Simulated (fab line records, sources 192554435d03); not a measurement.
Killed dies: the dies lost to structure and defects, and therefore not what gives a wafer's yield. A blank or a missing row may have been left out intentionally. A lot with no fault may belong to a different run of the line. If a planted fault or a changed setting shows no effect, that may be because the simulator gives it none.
Split-lot experiment + flow n5_finfet + 21 wafers read from 7 lots, route of 1938 steps

## ON THE SPLIT
At N5_BEOL_M0_TRENCH_ETCH_107 (etches SiOC in C4F6/O2, target depth 32.8 nm, time 16.4 s), the setting target_depth_a was moved away from the recipe's 328 angstrom on 10 of the 21 wafers read, by -8.6% to +9.5%. This setting was run at the recipe's value on the other wafers.

## BETWEEN THE SPLIT AND THE READING: the file shows 1 step in between
- N5_BEOL_M0_STRIP_142: strips in N2/H2, time 10 s

## THE READING
trench_depth_nm, in nm, at N5_BEOL_M0_OCD_MEAS_108. On this fab line, fault-free wafers typically give 32.6 nm with a standard deviation of 0.52 nm.

| wafer  | tool, chamber at the split | target_depth_a as run, angstrom | against the recipe | trench_depth_nm, nm | against lot-mates on the recipe |
|--------|----------------------------|---------------------------------|--------------------|---------------------|---------------------------------|
| L076.2 | rie_diel-06, 3             | 328                             | recipe             | 32.7                | -                               |
| L076.4 | rie_diel-06, 2             | 304.8                           | -7.1%              | 30.6                | -2.1                            |
| L076.6 | rie_diel-06, 2             | 304.8                           | -7.1%              | 30.0                | -2.7                            |
| L077.2 | rie_diel-05, 0             | 312.1                           | -4.8%              | 31.2                | -1.1                            |
| L077.3 | rie_diel-05, 2             | 328                             | recipe             | 32.3                | -                               |
| L077.5 | rie_diel-05, 1             | 328                             | recipe             | 32.3                | -                               |
| L078.1 | rie_diel-01, 3             | 302                             | -7.9%              | 31.5                | -1.1                            |
| L078.3 | rie_diel-01, 2             | 328                             | recipe             | 32.8                | -                               |
| L078.5 | rie_diel-01, 0             | 328                             | recipe             | 32.5                | -                               |
| L079.3 | rie_diel-01, 0             | 328                             | recipe             | 31.6                | -                               |
| L079.4 | rie_diel-01, 0,2           | 328                             | recipe             | 32.1                | -                               |
| L079.6 | rie_diel-01, 0,2           | 328                             | recipe             | 32.5                | -                               |
| L083.2 | rie_diel-01, 3             | 328                             | recipe             | 33.2                | -                               |
| L083.3 | rie_diel-01, 1             | 299.8                           | -8.6%              | 30.6                | -2.6                            |
| L083.6 | rie_diel-01, 0             | 299.8                           | -8.6%              | 30.1                | -3.1                            |
| L093.2 | rie_diel-05, 3             | 328                             | recipe             | 32.7                | -                               |
| L093.4 | rie_diel-05, 1             | 359.2                           | +9.5%              | 36.6                | +3.9                            |
| L093.6 | rie_diel-05, 2             | 359.2                           | +9.5%              | 35.7                | +3.0                            |
| L096.2 | rie_diel-01, 3             | 350.9                           | +7.0%              | 35.0                | +3.2                            |
| L096.3 | rie_diel-01, 0             | 328                             | recipe             | 31.8                | -                               |
| L096.6 | rie_diel-01, 1             | 350.9                           | +7.0%              | 35.6                | +3.8                            |
Rows listing several chambers each stand for several wafers; the file does not say which wafer went through which chamber.

THE FIT
A straight line over all 21 wafers: trench_depth_nm changes by +0.315 nm for each +1% of target_depth_a; r = +0.95; the points scatter about the line by 0.59 nm.
The same after taking each lot's own level away (the mean of its wafers on the recipe; 21 wafers): +0.35 nm for each +1%; r = +0.97; scatter 0.54 nm.
Per that fit: largest target_depth_a move, reading shift of 3.3 nm.
Across the lots, their own levels run from 31.80 to 33.20 nm, a range of 2.7 times the standard deviation given above.
So the lot-to-lot level changes the slope little: the two slopes agree.
Check: with one of the wafers moved furthest among these (+9.5%) left out of the fit, the line predicts +3.48 nm for it against its lot-mates. It came out at +3.9 nm against them.

## OTHER SPLITS APPLIED TO THESE WAFERS
Before the reading, these wafers also passed through other splits. Each is held against what the fit with the lots' levels taken away leaves over:
| other split on the same wafers       | wafers away from the commonest value | r with trench_depth_nm (lot level and that fit taken away) |
|--------------------------------------|--------------------------------------|------------------------------------------------------------|
| N5_GATE_CUT_ALD_22 ald_cycles        | 9                                    | -0.11                                                      |
| N5_MOL_CONTACT_COAG_COAT_76 spin_rpm | 3                                    | +0.06                                                      |
| N5_BEOL_M0_SAQP_ILD_DEP_01 time_s    | 8                                    | +0.21                                                      |
| N5_BEOL_M0_SAQP_COAT_69 spin_rpm     | 6                                    | +0.08                                                      |
| N5_BEOL_M0_SAQP_COAT_87 temp_c       | 10                                   | -0.23                                                      |
| N5_BEOL_M0_ETCH_128 source_w         | 6                                    | -0.04                                                      |

## THE WHOLE CHAIN: every reading that the file lists as answering this split, in the file's order
| step                       | what it does                                              | reading                                                                   | change (the file's fit)               | r (the file's) |
|----------------------------|-----------------------------------------------------------|---------------------------------------------------------------------------|---------------------------------------|----------------|
| N5_BEOL_M0_TRENCH_ETCH_107 | etches SiOC in C4F6/O2, target depth 32.8 nm, time 16.4 s | BEOL_M0.feature_depth_nm (the simulator's own value, which no gauge read) | +0.327 nm for each +1% of the setting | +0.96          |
| N5_BEOL_M0_OCD_MEAS_108    |                                                           | trench_depth_nm                                                           | +0.327 nm for each +1% of the setting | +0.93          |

## FILE'S OWN FIT
trench_depth_nm changes by +0.327 nm for each +1% of target_depth_a, r = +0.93.
